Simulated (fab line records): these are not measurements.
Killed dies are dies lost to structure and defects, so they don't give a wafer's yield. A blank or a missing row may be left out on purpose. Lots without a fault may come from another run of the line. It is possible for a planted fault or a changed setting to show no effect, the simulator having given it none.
Which of the tools did it? || flow n5_finfet || 10 lots with 30 wafers sampled at 3 steps, on a route of 1938 steps

## WHAT THE GAUGES READ, wafer by wafer
N5_BEOL_M4_RC_MEAS_101.
{"lot": "L162", "measured": "day 7 20:11", "on": "prober-02", "CJ_P": "5.89 5.82 5.71"}
{"lot": "L164", "measured": "day 8 12:26", "on": "prober-02", "CJ_P": "5.64 5.58 5.59"}
{"lot": "L165", "measured": "day 8 15:07", "on": "prober-01", "CJ_P": "5.68 5.98 5.73"}
{"lot": "L172", "measured": "day 10 03:02", "on": "prober-01", "CJ_P": "4.24 4.12 4.11"}
{"lot": "L174", "measured": "day 11 01:11", "on": "prober-01", "CJ_P": "4.21 4.13 4.14"}
{"lot": "L179", "measured": "day 12 08:25", "on": "prober-01", "CJ_P": "5.60 5.72 5.56"}
{"lot": "L181", "measured": "day 12 10:05", "on": "prober-02", "CJ_P": "5.91 6.06 5.96"}
{"lot": "L183", "measured": "day 13 03:38", "on": "prober-02", "CJ_P": "5.56 5.67 5.77"}
{"lot": "L184", "measured": "day 13 16:01", "on": "prober-02", "CJ_P": "5.47 5.74 5.68"}
{"lot": "L185", "measured": "day 13 15:23", "on": "prober-02", "CJ_P": "5.50 5.62 5.59"}

## WHICH TOOL RAN EACH LOT (tool, then ch and the chambers of the sampled wafers, then the start)
{"lot": "L162", "N5_ZERO_LAYER_STRIP_24": "plasma_asher-02 ch 0,1, day 1 12:55", "N5_WELL_APT_IMPLANT_15": "implanter-02 ch 0, day 1 13:56"}
{"lot": "L164", "N5_ZERO_LAYER_STRIP_24": "plasma_asher-01 ch 0,1, day 2 01:04", "N5_WELL_APT_IMPLANT_15": "implanter-02 ch 0, day 2 02:10"}
{"lot": "L165", "N5_ZERO_LAYER_STRIP_24": "plasma_asher-01 ch 0,1, day 2 07:01", "N5_WELL_APT_IMPLANT_15": "implanter-02 ch 0, day 2 08:11"}
{"lot": "L172", "N5_ZERO_LAYER_STRIP_24": "plasma_asher-02 ch 0,1, day 4 00:54", "N5_WELL_APT_IMPLANT_15": "implanter-02 ch 0, day 4 02:09"}
{"lot": "L174", "N5_ZERO_LAYER_STRIP_24": "plasma_asher-02 ch 0,1, day 4 13:14", "N5_WELL_APT_IMPLANT_15": "implanter-02 ch 0, day 4 14:17"}
{"lot": "L179", "N5_ZERO_LAYER_STRIP_24": "plasma_asher-01 ch 0,1, day 5 19:05", "N5_WELL_APT_IMPLANT_15": "implanter-01 ch 0, day 5 20:09"}
{"lot": "L181", "N5_ZERO_LAYER_STRIP_24": "plasma_asher-02 ch 0,1, day 6 07:18", "N5_WELL_APT_IMPLANT_15": "implanter-01 ch 0, day 6 08:28"}
{"lot": "L183", "N5_ZERO_LAYER_STRIP_24": "plasma_asher-01 ch 0,1, day 6 19:05", "N5_WELL_APT_IMPLANT_15": "implanter-01 ch 0, day 6 20:09"}
{"lot": "L184", "N5_ZERO_LAYER_STRIP_24": "plasma_asher-02 ch 0,1, day 7 01:01", "N5_WELL_APT_IMPLANT_15": "implanter-02 ch 0, day 7 02:04"}
{"lot": "L185", "N5_ZERO_LAYER_STRIP_24": "plasma_asher-02 ch 0,1, day 7 06:55", "N5_WELL_APT_IMPLANT_15": "implanter-01 ch 0, day 7 08:22"}
- N5_ZERO_LAYER_STRIP_24: strips in O2.
- N5_WELL_APT_IMPLANT_15

## THE ANSWER, worked out from the rows above alone
Rule: usual is defined by the lots themselves. Put in order of their means at a reading, lots are off if they are a third of the lots or fewer, leave a main group of 4 or more, and stand apart from it by a gap of 3 or more times the standard deviation of the main group's means; of several such gaps the widest counts. If all means in a main group match to the digits the tables above print for the reading, that group is not used. A lot without any number at a reading at which 4 lots or more have one is off too. The other lots that the step has rows for count as sound.
Off: at N5_BEOL_M4_RC_MEAS_101 (CJ_P), L172, L174. Main group: mean 5.71, sd 0.13.
A tool fits if, at a process step before that reading, it ran every lot that is off, and no sound lot after the first of them. Gauges at N5_BEOL_M4_RC_MEAS_101: tried the same way as those tools. No candidate that was tried fits.

## WHAT THE SIMULATOR HAD PUT IN
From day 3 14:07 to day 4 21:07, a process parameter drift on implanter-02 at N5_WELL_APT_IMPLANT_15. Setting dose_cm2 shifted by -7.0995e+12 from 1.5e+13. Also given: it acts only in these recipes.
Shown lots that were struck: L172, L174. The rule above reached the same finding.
